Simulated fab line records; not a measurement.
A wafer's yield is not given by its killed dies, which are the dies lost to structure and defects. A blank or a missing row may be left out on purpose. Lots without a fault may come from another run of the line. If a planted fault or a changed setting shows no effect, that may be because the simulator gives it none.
Matching of chambers    flow nand-harc    4 sister chambers for NHARC_A_BONDPAD_DESCUM_11 on rie-diel-11
The step chemistry O2, time 3 s. 4 wafers are shown with their chamber, then 12 later ones without.

== WAFERS WITH THEIR CHAMBER ==
wafer   chamber  drypump-motor-current-A (A)
L087.4  3        5.6
L089.4  2        5.7
L089.5  1        6.2
L089.6  0        6.4

== WAFERS MISSING THEIR CHAMBER ==
wafer   drypump-motor-current-A (A)
L090.1  6.4
L090.4  5.7
L090.5  5.6
L094.4  5.6
L094.5  6.1
L094.6  5.7
L095.2  6.4
L095.3  5.6
L095.6  6.1
L096.3  6.4
L096.4  6.2
L096.5  5.7

== CHAMBER TAKEN BY EACH ==
wafer   from the rows above  in truth
L090.1  0                    0
L090.4  2                    2
L090.5  3                    3
L094.4  3                    3
L094.5  1                    1
L094.6  2                    2
L095.2  0                    0
L095.3  3                    3
L095.6  1                    1
L096.3  0                    0
L096.4  1                    1
L096.5  2                    2
12 of 12 placed correctly. Can't be placed from these rows: 0. Placed wrongly: 0.
How it was worked out, from the rows above alone: a wafer's distance from a chamber is the root of the sum, over the readings, of the square of ((its reading less the chamber's mean) divided by the reading's scatter). The wafer belongs to the nearest chamber; if the next one is less than 2 further off, it can't be placed. A chamber's mean is the mean of its shown wafers. The scatter (one wafer shown for each chamber): square how far every hidden wafer sits from the nearest shown wafer, average those squares and take the square root.
